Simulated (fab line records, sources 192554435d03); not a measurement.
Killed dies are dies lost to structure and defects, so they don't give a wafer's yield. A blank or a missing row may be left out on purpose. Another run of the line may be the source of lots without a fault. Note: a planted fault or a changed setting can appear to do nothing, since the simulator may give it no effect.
Which tool did it? | flow n5_finfet | 9 lots with 27 wafers sampled at 6 steps, on a route of 1938 steps

## WHAT THE GAUGES SHOWED, per wafer
N5_BEOL_M1_INSPECT_13: inspects for defects (brightfield). Usual: raw_defect_count at 437, with a standard deviation of 110.
lot  | measured     | on                | raw_defect_count | flag
L164 | day 6 06:40  | defect_inspect-02 | 522 570 438      |
L166 | day 6 12:17  | defect_inspect-02 | 658 653 479      |
L171 | day 8 01:13  | defect_inspect-02 | 255 337 301      |
L172 | day 8 03:50  | defect_inspect-02 | 484 410 361      |
L173 | day 8 04:16  | defect_inspect-02 | 405 306 539      |
L176 | day 9 02:28  | defect_inspect-01 | 495 438 469      |
L180 | day 10 00:08 | defect_inspect-02 | 290 350 516      |
L181 | day 10 11:45 | defect_inspect-02 | 494 415 446      |
L182 | day 10 18:00 | defect_inspect-01 | 557 480 521      |

N5_BEOL_M1_CD_MEAS_28: target cd y 23.3 nm. Usual: cd_nm at 23.92 nm, with a standard deviation of 0.22.
lot  | measured     | on        | cd_nm (nm)        | flag
L164 | day 6 07:27  | cd_sem-02 | 23.72 24.03 24.18 |
L166 | day 6 13:04  | cd_sem-03 | 23.87 23.79 23.82 |
L171 | day 8 02:01  | cd_sem-03 | 24.00 24.36 24.31 |
L172 | day 8 04:46  | cd_sem-03 | 24.05 24.11 24.43 |
L173 | day 8 05:12  | cd_sem-03 | 24.11 24.25 23.80 |
L176 | day 9 03:23  | cd_sem-02 | 23.78 23.72 23.58 |
L180 | day 10 01:05 | cd_sem-01 | 25.54 25.50 25.45 | OFF
L181 | day 10 12:33 | cd_sem-01 | 25.01 25.19 24.99 | OFF
L182 | day 10 18:55 | cd_sem-02 | 23.96 24.24 24.16 |

N5_BEOL_M4_RC_MEAS_101. Usual: DIBL_N 36.3 mV/V, standard deviation 1.7; DIBL_P 36.3 mV/V, standard deviation 2.2; IOFF_N 0.16 nA/um, standard deviation 0.034; IOFF_P 0.21 nA/um, standard deviation 0.038; ION_N 673 uA/um, standard deviation 13; ION_P 461 uA/um, standard deviation 8.3; SS_N 71.5 mV/dec, standard deviation 0.55; SS_P 73.3 mV/dec, standard deviation 0.67; VT_N 250 mV, standard deviation 3.4; VT_P -251 mV, standard deviation 3.5.
lot  | measured     | on        | DIBL_N (mV/V)  | DIBL_P (mV/V)  | IOFF_N (nA/um) | IOFF_P (nA/um) | ION_N (uA/um) | ION_P (uA/um) | SS_N (mV/dec)  | SS_P (mV/dec)  | VT_N (mV)   | VT_P (mV)      | flag
L164 | day 8 01:49  | prober-01 | 40.2 36.2 35.2 | 39.4 35.4 33.2 | 0.24 0.16 0.12 | 0.28 0.19 0.16 | 688 679 653   | 460 461 446   | 72.3 71.2 71.2 | 72.9 72.6 72.5 | 244 250 254 | -246 -251 -254 |
L166 | day 8 09:55  | prober-01 | 35.3 33.9 35.4 | 34.0 32.8 35.6 | 0.15 0.12 0.15 | 0.18 0.17 0.21 | 665 644 660   | 454 446 456   | 70.9 70.8 71.4 | 73.4 73.3 73.8 | 249 253 253 | -251 -253 -249 |
L171 | day 9 19:09  | prober-02 | 36.0 35.1 37.5 | 35.6 34.5 37.1 | 0.16 0.14 0.20 | 0.21 0.20 0.24 | 667 672 686   | 458 453 462   | 71.7 71.5 71.5 | 72.8 72.4 72.8 | 248 248 245 | -249 -251 -249 |
L172 | day 9 18:35  | prober-01 | 37.0 37.0 36.8 | 39.3 39.2 38.2 | 0.16 0.16 0.15 | 0.25 0.23 0.23 | 656 679 663   | 464 465 462   | 71.9 72.1 71.5 | 73.5 73.6 74.0 | 251 251 250 | -247 -251 -246 |
L173 | day 9 21:37  | prober-01 | 39.5 35.5 36.1 | 39.5 35.5 35.8 | 0.22 0.15 0.15 | 0.33 0.23 0.22 | 698 680 677   | 484 472 468   | 72.3 71.4 72.1 | 74.4 73.7 73.2 | 248 248 253 | -241 -245 -247 |
L176 | day 11 02:34 | prober-02 | 39.9 36.0 35.6 | 40.9 37.5 36.3 | 0.24 0.17 0.16 | 0.29 0.23 0.21 | 703 685 681   | 474 474 461   | 72.0 71.5 71.8 | 73.6 73.0 72.6 | 242 248 247 | -246 -247 -250 |
L180 | day 11 15:26 | prober-02 | 34.9 35.7 33.0 | 35.9 35.8 32.4 | 0.14 0.15 0.10 | 0.17 0.17 0.13 | 665 678 660   | 454 457 447   | 70.8 70.9 71.0 | 73.4 72.5 71.2 | 251 251 257 | -255 -255 -258 |
L181 | day 12 04:41 | prober-02 | 37.7 36.5 36.4 | 36.8 34.2 34.9 | 0.17 0.15 0.14 | 0.17 0.15 0.15 | 680 668 674   | 453 450 454   | 71.8 71.5 70.8 | 73.3 73.3 72.7 | 248 253 250 | -259 -258 -259 |
L182 | day 12 18:25 | prober-01 | 40.0 38.8 34.9 | 38.9 37.3 32.8 | 0.20 0.17 0.11 | 0.23 0.22 0.15 | 678 676 665   | 457 460 459   | 72.0 71.3 71.3 | 73.2 72.8 72.4 | 246 250 256 | -253 -252 -259 |

## EACH LOT AND THE TOOL THAT RAN IT (in order: tool; ch and the chambers of the sampled wafers; start)
lot  | N5_BEOL_M1_DESCUM_16               | N5_BEOL_M1_EXPOSE_25              | N5_BEOL_M1_ETCH_77
L164 | rie_diel-01 ch 1,3, day 6 06:43    | euv_scanner-02 ch 0, day 6 07:19  | rie_diel-02 ch 2,3, day 6 07:37
L166 | rie_diel-01 ch 0,1,3, day 6 12:19  | euv_scanner-02 ch 0, day 6 12:56  | rie_diel-06 ch 0,1,3, day 6 13:14
L171 | rie_diel-02 ch 0,1,2, day 8 01:16  | euv_scanner-02 ch 0, day 8 01:52  | rie_diel-02 ch 0,1,2, day 8 02:19
L172 | rie_diel-02 ch 2,3, day 8 03:52    | euv_scanner-01 ch 0, day 8 04:38  | rie_diel-06 ch 0,2,3, day 8 04:56
L173 | rie_diel-06 ch 2,3, day 8 04:24    | euv_scanner-01 ch 0, day 8 05:04  | rie_diel-01 ch 0,1,3, day 8 05:38
L176 | rie_diel-01 ch 0,1,3, day 9 02:37  | euv_scanner-02 ch 0, day 9 03:14  | rie_diel-06 ch 0,2,3, day 9 03:32
L180 | rie_diel-01 ch 0,2,3, day 10 00:13 | euv_scanner-01 ch 0, day 10 00:56 | rie_diel-02 ch 0,2,3, day 10 01:16
L181 | rie_diel-02 ch 0,1, day 10 11:47   | euv_scanner-01 ch 0, day 10 12:26 | rie_diel-02 ch 1,2,3, day 10 12:43
L182 | rie_diel-01 ch 0,3, day 10 18:02   | euv_scanner-02 ch 0, day 10 18:46 | rie_diel-06 ch 0,1,3, day 10 19:04
- N5_BEOL_M1_DESCUM_16: chemistry O2, time 7 s.
- N5_BEOL_M1_EXPOSE_25: exposes mask V0, defocus 5 nm, target cd 24 nm.
- N5_BEOL_M1_ETCH_77: etches underlayer in N2/H2, target depth 6.5 nm, time 5.2 s.

## AS READ BY THE TOOLS THEMSELVES (means over the sampled wafers that have a number; for cases with no such wafer, the mark the record gives instead)
N5_BEOL_M1_DESCUM_16. Usual: drypump_motor_current_A 5.9 A, standard deviation 0.37; oes_product_au 0.79 a.u., standard deviation 0.085; rf_vpp_V 243.5 V, standard deviation 1.4; showerhead_plenum_p_Torr 2.11 Torr, standard deviation 0.081; throttle_valve_pct 20.46 %, standard deviation 0.23.
lot  | tool        | drypump_motor_current_A (A) | oes_product_au (a.u.) | rf_vpp_V (V) | showerhead_plenum_p_Torr (Torr) | throttle_valve_pct (%) | flag
L164 | rie_diel-01 | 6.0                         | 0.74                  | 243.6        | 2.11                            | 20.77                  |
L166 | rie_diel-01 | 5.7                         | 0.82                  | 243.1        | 2.10                            | 20.52                  |
L171 | rie_diel-02 | 6.0                         | 0.83                  | 242.1        | 2.02                            | 20.19                  |
L172 | rie_diel-02 | 5.7                         | 0.73                  | 243.8        | 2.11                            | 20.53                  |
L173 | rie_diel-06 | 6.1                         | 0.77                  | 244.5        | 2.19                            | 20.53                  |
L176 | rie_diel-01 | 5.7                         | 0.79                  | 243.9        | 2.09                            | 20.55                  |
L180 | rie_diel-01 | 5.6                         | 0.80                  | 244.1        | 2.13                            | 20.35                  |
L181 | rie_diel-02 | 6.1                         | 0.83                  | 242.5        | 2.01                            | 20.18                  |
L182 | rie_diel-01 | 5.8                         | 0.83                  | 243.9        | 2.14                            | 20.34                  |

N5_BEOL_M1_EXPOSE_25. Usual: exposure_dose_mJ_cm2 at 63.02, with a standard deviation of 0.075.
lot  | tool           | exposure_dose_mJ_cm2 | flag
L164 | euv_scanner-02 | 62.94                |
L166 | euv_scanner-02 | 63.03                |
L171 | euv_scanner-02 | 63.01                |
L172 | euv_scanner-01 | 62.96                |
L173 | euv_scanner-01 | 62.94                |
L176 | euv_scanner-02 | 62.94                |
L180 | euv_scanner-01 | 67.63                | OFF
L181 | euv_scanner-01 | 67.65                | OFF
L182 | euv_scanner-02 | 63.03                |

N5_BEOL_M1_ETCH_77. Usual: drypump_motor_current_A 5.9 A, standard deviation 0.36; etch_rf_on_time_s 5.15 s, standard deviation 0.11; oes_product_au 0.67 a.u., standard deviation 0.074; rf_vpp_V 524.6 V, standard deviation 2.7; showerhead_plenum_p_Torr 2.56 Torr, standard deviation 0.09; throttle_valve_pct 17.86 %, standard deviation 0.25.
lot  | tool        | drypump_motor_current_A (A) | etch_rf_on_time_s (s) | oes_product_au (a.u.) | rf_vpp_V (V) | showerhead_plenum_p_Torr (Torr) | throttle_valve_pct (%) | flag
L164 | rie_diel-02 | 5.8                         | 5.07                  | 0.68                  | 524.4        | 2.51                            | 17.72                  |
L166 | rie_diel-06 | 6.0                         | 5.23                  | 0.63                  | 525.7        | 2.60                            | 17.82                  |
L171 | rie_diel-02 | 6.0                         | 5.12                  | 0.72                  | 521.3        | 2.45                            | 17.55                  |
L172 | rie_diel-06 | 6.0                         | 5.16                  | 0.64                  | 524.9        | 2.61                            | 17.88                  |
L173 | rie_diel-01 | 5.7                         | 5.18                  | 0.69                  | 524.0        | 2.57                            | 18.07                  |
L176 | rie_diel-06 | 6.0                         | 5.18                  | 0.64                  | 524.7        | 2.60                            | 17.91                  |
L180 | rie_diel-02 | 5.7                         | 5.06                  | 0.72                  | 521.8        | 2.49                            | 17.64                  |
L181 | rie_diel-02 | 6.0                         | 4.97                  | 0.76                  | 523.5        | 2.51                            | 17.65                  |
L182 | rie_diel-06 | 6.0                         | 5.26                  | 0.61                  | 525.1        | 2.58                            | 17.87                  |

## THE ANSWER, worked out from the rows above alone
Rule: take the mean of a lot's wafers that have a number; if it is more than 3 standard deviations from the usual mean, the lot is off. Also off: a lot with no number at a reading for which 4 or more lots have one. All remaining lots with rows at the step are treated as sound. The gauges are gone through in route order, then the tools' own readings, and for those a lot's mean is taken as printed above. At the first step where some lot is off, the reading lying furthest off is the one used; lots without a number count as furthest.
Off: L180, L181 (N5_BEOL_M1_CD_MEAS_28, cd_nm).
If a tool, at a process step before that reading, ran all the lots that are off and no sound lot after the first of them, it fits. Not tried: the gauges at N5_BEOL_M1_CD_MEAS_28; whatever is off there is also off at N5_BEOL_M1_EXPOSE_25, on other tools, and gauge error can't account for it. One candidate fits, namely euv_scanner-01 at N5_BEOL_M1_EXPOSE_25. Its last sound lot is L173 (day 8 05:04), its first lot that is off L180 (day 10 00:56): a fault that began between those two fits.
On the lots that are off, the tool's own readings at N5_BEOL_M1_EXPOSE_25 differ by more than 5 times the standard deviation of the sound lots' means, which bears it out; exposure_dose_mJ_cm2 reads 67.64 there versus 62.98 on the sound lots.

## WHAT WAS PUT IN BY THE SIMULATOR
Process parameters drifting: euv_scanner-01 at N5_BEOL_M1_EXPOSE_25, beginning at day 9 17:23. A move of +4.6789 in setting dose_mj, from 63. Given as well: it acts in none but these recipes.
Struck lots among those shown: L180, L181. This agrees with what the rule above found.
